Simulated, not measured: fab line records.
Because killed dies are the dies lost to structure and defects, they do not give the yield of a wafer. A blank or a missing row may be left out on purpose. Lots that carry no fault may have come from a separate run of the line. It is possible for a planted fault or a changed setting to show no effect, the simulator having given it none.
fab line records ; flow n5_finfet
record lots=7; wafers=39
route steps=1938 shown SD_EPI_N@279 MOL_CONTACT_COAG@538
start_h: start of the lot's first displayed wafer, in hours after the record's first day ; wait_h: hours from the lot's prior step to this one ; " identical to the entry in the row above ; L1.1+2: a row that stands for several wafers ; - value missing, or start not given ; * or withheld: withheld ; < > ~ a bound
route shown NAME@n: NAME is a module with steps in the file, n the number in the route of the first one ; usual: mean/standard deviation taken from wafers without a fault ; same: alike in all rows ; chamber/n: place in a boat ; sites: per-site readings ; _std_site: standard deviation across them ; _edge_site: inner sites' mean taken away from outer sites' mean ; radius_mm: how far each site lies from the wafer's centre ; mask NAME#n: copy n ; behind: the most recent tool/chamber to have shaped the wafer ; hold: the reason the lot was held/the length of the hold in hours/how it ended ; device: transistor that didn't switch, given as n, p or np ; end of line: the same wafers' tests at the end of the route ; for a step that has no rows: nothing shown but its recipe ; killed: count of dies lost to structure and defects at first sort (not the wafer's yield) ; map: a wafer's dies, x killed, . not, _ none there
set.NAME: the run value of the setting; set.NAME@STEP: its run value at that earlier step ; model.NAME: the simulator's own value behind a step, which no gauge read
lots whose settings were changed on purpose; a table a step, a row a wafer
## steps
# step N5_SD_EPI_N_ETCH_16
# recipe chemistry=CHF3/O2; target=SiO2; target_depth_a=50; mask_material=SOC; pressure_mtorr=30; source_w=650; bias_w=170; Ar_flow_sccm=200; CHF3_flow_sccm=50; O2_flow_sccm=5; ion_energy_ev=200
lot.wafer;tool;chamber;start_h;wait_h;set.target_depth_a;model.etch.depth_nm
L081.1;rie_diel-03;0;91.61;0.1;50;4.971
L081.2;rie_diel-03;3;91.61;0.1;47.81;4.591
L081.3;rie_diel-03;2;91.61;0.1;50;5.156
L081.4;rie_diel-03;1;91.61;0.1;47.81;4.757
L081.5;rie_diel-03;3;91.61;0.1;50;4.819
L081.6;rie_diel-03;0;91.61;0.1;47.81;4.761
L082.1;rie_diel-05;0;99.08;0.1;50;5.057
L082.2;rie_diel-05;1;99.08;0.1;50;4.95
L082.3;rie_diel-05;3;99.08;0.1;50;5.026
L082.4;rie_diel-05;2;99.08;0.1;50;4.916
L082.5;rie_diel-05;2;99.08;0.1;50;4.9
L082.6;rie_diel-05;1;99.08;0.1;50;5.002
L083.1;rie_diel-01;3;103.34;0.1;50;4.902
L083.2;rie_diel-01;2;103.34;0.1;45.92;4.506
L083.3;rie_diel-01;1;103.34;0.1;50;4.892
L083.4;rie_diel-01;0;103.34;0.1;45.92;4.36
L083.5;rie_diel-01;3;103.34;0.1;45.92;4.486
L083.6;rie_diel-01;2;103.34;0.1;50;4.912
L088.1;rie_diel-01;0;133.49;0.1;44.97;4.36
L088.2;rie_diel-01;2;133.49;0.1;44.97;4.444
L088.3;rie_diel-01;3;133.49;0.1;50;5.011
L088.4;rie_diel-01;1;133.49;0.1;50;5.044
L088.5;rie_diel-01;1;133.49;0.1;50;5.071
L088.6;rie_diel-01;2;133.49;0.1;44.97;4.441
L092.1;rie_diel-01;2;157.75;0.1;50;4.853
L092.2;rie_diel-01;3;157.75;0.1;55.94;5.456
L092.3;rie_diel-01;1;157.75;0.1;50;4.919
L092.4;rie_diel-01;2;157.75;0.1;50;4.848
L092.5;rie_diel-01;1;157.75;0.1;55.94;5.499
L092.6;rie_diel-01;3;157.75;0.1;55.94;5.454
L094.2;rie_diel-03;2;171.30;0.1;50;5.282
L094.4;rie_diel-03;2;171.30;0.1;50;5.317
L094.6;rie_diel-03;0;171.30;0.1;50;4.957
L095.1;rie_diel-01;0;179.60;0.1;55.9;5.525
L095.2;rie_diel-01;3;179.60;0.1;50;4.94
L095.3;rie_diel-01;1;179.60;0.1;50;4.874
L095.4;rie_diel-01;0;179.60;0.1;55.9;5.518
L095.5;rie_diel-01;3;179.60;0.1;50;4.931
L095.6;rie_diel-01;1;179.60;0.1;55.9;5.426
# step N5_MOL_CONTACT_COAG_ETCH_110
# recipe chemistry=CF4/O2; target=Si; target_depth_a=25; time_s=8; pressure_mtorr=100; source_w=200; bias_w=12; ion_energy_ev=60; Ar_flow_sccm=100; cf4_flow_sccm=100; O2_flow_sccm=10
# usual rf_vpp_V=127/3.8
lot.wafer;tool;chamber;start_h;wait_h;set.source_w;rf_vpp_V
L081.1;rie_diel-01;3;130.38;0.0;200;130
L081.2;rie_diel-01;2;130.38;0.0;200;122
L081.3;rie_diel-01;1;130.38;0.0;200;121
L081.4;rie_diel-01;0;130.38;0.0;200;126
L081.5;rie_diel-01;0;130.38;0.0;200;126
L081.6;rie_diel-01;1;130.38;0.0;200;121
L082.1;rie_diel-03;3;137.64;0.0;233.9;122
L082.2;rie_diel-03;1;137.64;0.0;233.9;116
L082.3;rie_diel-03;2;137.64;0.0;200;130
L082.4;rie_diel-03;0;137.64;0.0;233.9;116
L082.5;rie_diel-03;3;137.64;0.0;200;133
L082.6;rie_diel-03;2;137.64;0.0;200;131
L083.1;rie_diel-01;2;142.80;0.0;200;124
L083.2;rie_diel-01;1;142.80;0.0;221.6;114
L083.3;rie_diel-01;3;142.80;0.0;200;129
L083.4;rie_diel-01;3;142.80;0.0;200;129
L083.5;rie_diel-01;2;142.80;0.0;221.6;116
L083.6;rie_diel-01;1;142.80;0.0;221.6;115
L088.1;rie_diel-01;0;170.86;0.0;200;126
L088.2;rie_diel-01;3;170.86;0.0;200;129
L088.3;rie_diel-01;1;170.86;0.0;200;124
L088.4;rie_diel-01;0;170.86;0.0;200;126
L088.5;rie_diel-01;1;170.86;0.0;200;121
L088.6;rie_diel-01;3;170.86;0.0;200;128
L092.1;rie_diel-01;2;197.47;0.0;200;127
L092.2;rie_diel-01;3;197.47;0.0;200;127
L092.3;rie_diel-01;0;197.47;0.0;200;127
L092.4;rie_diel-01;1;197.47;0.0;200;122
L092.5;rie_diel-01;3;197.47;0.0;200;129
L092.6;rie_diel-01;0;197.47;0.0;200;126
L094.2;rie_diel-03;1;211.83;0.0;200;130
L094.4;rie_diel-03;2;211.83;0.0;200;130
L094.6;rie_diel-03;0;211.83;0.0;200;126
L095.1;rie_diel-03;2;218.19;0.0;200;131
L095.2;rie_diel-03;3;218.19;0.0;183.1;140
L095.3;rie_diel-03;1;218.19;0.0;183.1;137
L095.4;rie_diel-03;0;218.19;0.0;200;127
L095.5;rie_diel-03;2;218.19;0.0;183.1;139
L095.6;rie_diel-03;3;218.19;0.0;200;133
## key
split step=N5_SD_EPI_N_ETCH_16; setting=target_depth_a; stated=50; by=wafer
response step=N5_SD_EPI_N_ETCH_16; reading=model.etch.depth_nm; change=+0.0536; per=1%; r=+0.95
split step=N5_MOL_CONTACT_COAG_ETCH_110; setting=source_w; stated=200; by=wafer
response step=N5_MOL_CONTACT_COAG_ETCH_110; reading=rf_vpp_V; change=-0.914; per=1%; r=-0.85
